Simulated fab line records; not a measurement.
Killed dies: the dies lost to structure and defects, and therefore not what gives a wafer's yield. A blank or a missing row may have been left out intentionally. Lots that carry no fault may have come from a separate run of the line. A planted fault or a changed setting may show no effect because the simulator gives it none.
Chamber matching || flow n5Finfet || 4 sister chambers for N5_BEOL_M0_SAQP_ALD_48 on aldSin-03
The step deposits SiO2, target thk 20 nm, pulse time 1 s, co reactant pulse time 1 s. 8 wafers are shown with their chamber, then 7 later ones without.

## EACH WAFER AND ITS CHAMBER
{"wafer": "L598.6", "chamber": 1, "heaterPowerW (W)": 84, "precursorPulseHeightRel": 1.013}
{"wafer": "L600.4", "chamber": 0, "heaterPowerW (W)": 86, "precursorPulseHeightRel": 0.986}
{"wafer": "L600.5", "chamber": 2, "heaterPowerW (W)": 82, "precursorPulseHeightRel": 0.986}
{"wafer": "L610.2", "chamber": 1, "heaterPowerW (W)": 87, "precursorPulseHeightRel": 1.005}
{"wafer": "L610.5", "chamber": 3, "heaterPowerW (W)": 84, "precursorPulseHeightRel": 0.996}
{"wafer": "L610.6", "chamber": 2, "heaterPowerW (W)": 85, "precursorPulseHeightRel": 1.008}
{"wafer": "L611.1", "chamber": 3, "heaterPowerW (W)": 83, "precursorPulseHeightRel": 1.030}
{"wafer": "L611.2", "chamber": 0, "heaterPowerW (W)": 88, "precursorPulseHeightRel": 1.014}

## WAFERS MISSING THEIR CHAMBER
{"wafer": "L611.3", "heaterPowerW (W)": 83, "precursorPulseHeightRel": 1.007}
{"wafer": "L613.2", "heaterPowerW (W)": 85, "precursorPulseHeightRel": 0.980}
{"wafer": "L613.4", "heaterPowerW (W)": 89, "precursorPulseHeightRel": 0.961}
{"wafer": "L613.5", "heaterPowerW (W)": 83, "precursorPulseHeightRel": 1.002}
{"wafer": "L614.1", "heaterPowerW (W)": 84, "precursorPulseHeightRel": 0.995}
{"wafer": "L614.2", "heaterPowerW (W)": 83, "precursorPulseHeightRel": 0.972}
{"wafer": "L614.4", "heaterPowerW (W)": 88, "precursorPulseHeightRel": 0.998}

## EACH ONE'S CHAMBER
{"wafer": "L611.3", "from the rows above": "can't be placed: 3 or 2 or 1 or 0", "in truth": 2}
{"wafer": "L613.2", "from the rows above": "can't be placed: 2 or 0 or 1 or 3", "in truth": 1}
{"wafer": "L613.4", "from the rows above": "can't be placed: 0 or 1 or 2 or 3", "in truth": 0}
{"wafer": "L613.5", "from the rows above": "can't be placed: 2 or 3 or 1 or 0", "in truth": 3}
{"wafer": "L614.1", "from the rows above": "can't be placed: 2 or 3 or 1 or 0", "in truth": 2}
{"wafer": "L614.2", "from the rows above": "can't be placed: 2 or 3 or 1 or 0", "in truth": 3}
{"wafer": "L614.4", "from the rows above": "can't be placed: 0 or 1", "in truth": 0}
Correctly placed: 0 of 7. Not placeable from these rows: 7 (in 7, the candidates include the true chamber). Placed wrongly: 0.
How it was worked out, from the rows above alone: a wafer's distance from a chamber is the root of the sum, over the readings, of the square of ((its reading less the chamber's mean) divided by the reading's scatter). The wafer belongs to the nearest chamber; if the next one is less than 2 further off, it can't be placed. A chamber's mean is the mean of its shown wafers. The scatter: take each reading less its chamber's mean, square it, sum over the shown wafers, divide by the number of wafers less the number of chambers, and take the root.
